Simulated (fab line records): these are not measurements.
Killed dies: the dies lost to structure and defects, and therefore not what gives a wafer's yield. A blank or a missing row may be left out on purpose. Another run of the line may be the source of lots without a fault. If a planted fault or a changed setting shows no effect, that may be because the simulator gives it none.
Comparing a struck lot with a sound one / flow n5Finfet / 34 steps out of a route of 1938
Sound: the wafers L939.1, L939.5, L939.6. The struck wafers were L952.1, L952.4, L952.6. The cause is named last.
Each step with rows lists, per side, the tool, then ch with its chambers, then its first start. Under that, the readings that differ: sound wafers / struck wafers / difference of the means / sigmas: that difference in standard deviations of wafers without a fault.
alike: readings whose means differ by less than 2 such deviations, and words and numbers that are the same on both sides. not compared: withheld readings, readings that some wafer has no value for, bounds like >300 that may hide the same value, and numbers for which the record gives no deviation and whose values overlap.
The two part at a step that has a row with sigmas, a row that says differs or no value, or rows on one side only. When numbers do not overlap yet have no deviation, they are printed without sigmas and do not part them. A reading that every wafer of one side lacks parts them only if that side has two wafers or more.

first, 7 steps without rows for these wafers: N5_BEOL_M4_PRE_CLEAN_60 (time 15 s); N5_BEOL_M4_CO_CAP_55 (material Co, precursor CCTBA/H2, target thk 2 nm, time 102.1 s); N5_BEOL_M4_PRE_CLEAN_56 (time 15 s); N5_BEOL_M4_DEP_57 (deposits SiCN from 3MS/NH3, target thk 8 nm, time 14 s); N5_BEOL_M5_ILD_DEP_00 (deposits SiCOH lowk from DEMS/porogen, target thk 140.64 nm, time 25.9 s); N5_BEOL_M5_CURE_79 (cures SiCOH lowk, time 240 s); N5_BEOL_M5_PECVD_70 (deposits SiO2 from TEOS/O2, target thk 16 nm, time 18 s).
N5_BEOL_M5_HM_DEP_02: deposits TiN, target thk 20 nm.
  sound on pvdSputter-03, day 8 13:50; struck on pvdSputter-03, day 12 17:58
  alike: chamberPressurePa, throttleValvePct
then, 25 steps without rows for these wafers: N5_BEOL_M5_COAT_59 (time 60 s, resist thk 60 nm); N5_BEOL_M5_COAT_60 (time 60 s, resist thk 12 nm); N5_BEOL_M5_COAT_71 (time 60 s, resist thk 5 nm); N5_BEOL_M5_COAT_05 (resist thk 30 nm); N5_BEOL_M5_EBR_07; N5_BEOL_M5_SOFTBAKE_06 (time 60 s); N5_BEOL_M5_EXPOSE_08 (exposes mask M5, target cd 28 nm); N5_BEOL_M5_PEB_09 (peb time 60 s); N5_BEOL_M5_DEVELOP_10 (develop time 30 s); N5_BEOL_M5_DESCUM_16 (chemistry O2, time 7 s); N5_BEOL_M5_ETCH_72 (etches underlayer in N2/H2, target depth 6.5 nm, time 5.2 s); N5_BEOL_M5_ETCH_61 (etches SiARC in CF4, target depth 15.6 nm, time 26 s); N5_BEOL_M5_ETCH_62 (etches SOC in N2/H2, target depth 75 nm, overetch 15 nm, time 112.5 s); N5_BEOL_M5_STRIP_63 (strips in N2/H2); N5_BEOL_M5_STRIP_73 (strips in N2/H2); N5_BEOL_M5_STRIP_64 (strips in CF4); N5_BEOL_M5_HM_OPEN_17 (chemistry Cl2/BCl3, target TiN, target depth 20 nm, overetch 6 nm); N5_BEOL_M5_STRIP_19 (strips in O2); N5_BEOL_M5_COAT_65 (time 60 s, resist thk 60 nm); N5_BEOL_M5_COAT_66 (time 60 s, resist thk 12 nm); N5_BEOL_M5_COAT_74 (time 60 s, resist thk 5 nm); N5_BEOL_M5_COAT_22 (resist thk 30 nm); N5_BEOL_M5_EBR_24; N5_BEOL_M5_SOFTBAKE_23 (time 60 s); N5_BEOL_M5_EXPOSE_25 (exposes mask V4, defocus 10 nm).
-- here the record skips 4 days between the struck wafers' starts before and after, leaving off in module BEOL_M5 and picking up in module PASSIVATION (first step shown: number 1936 of the route) --
N5_PASSIVATION_PROBE_49:
  sound on prober-01, day 12 23:25; struck on prober-01, day 17 00:58
reading=defectLimitedYield (%); sound=91.5 90.8 90.8; struck=81.3 86.0 81.1; difference=-8.2; sigmas=-5
reading=killed_at_M4_up; sound=19 15 7; struck=107 53 100; difference=+73; sigmas=+14
reading=killedDies; sound=100 108 109; struck=221 165 223; difference=+97; sigmas=+5
reading=killedOnRim; sound=10 16 18; struck=20 30 31; difference=+12; sigmas=+3
reading=sort_bin_4_leakage (%); sound=0 0 0; struck=0 0.34 0; difference=+0; sigmas=+3
reading=sort_bin_5_function (%); sound=5.6 5.4 5.6; struck=12.3 8.4 12.1; difference=+5.4; sigmas=+5
reading=sort_bin_6_memory (%); sound=2.8 3.4 3.4; struck=4.7 4.4 5.2; difference=+1.6; sigmas=+2
reading=sortNPass; sound=1080 1072 1071; struck=959 1011 957; difference=-99; sigmas=-5
reading=sortYieldPct (%); sound=91.5 90.8 90.8; struck=81.3 85.7 81.1; difference=-8.3; sigmas=-5
  alike: killed_at_M0_to_M3, killedAtContacts, killedAtFrontEnd, killedAtOther, killedOpen, killedShort

WHERE THEY PART
Only at N5_PASSIVATION_PROBE_49, within this record.

WHY: what had been put in by the simulator
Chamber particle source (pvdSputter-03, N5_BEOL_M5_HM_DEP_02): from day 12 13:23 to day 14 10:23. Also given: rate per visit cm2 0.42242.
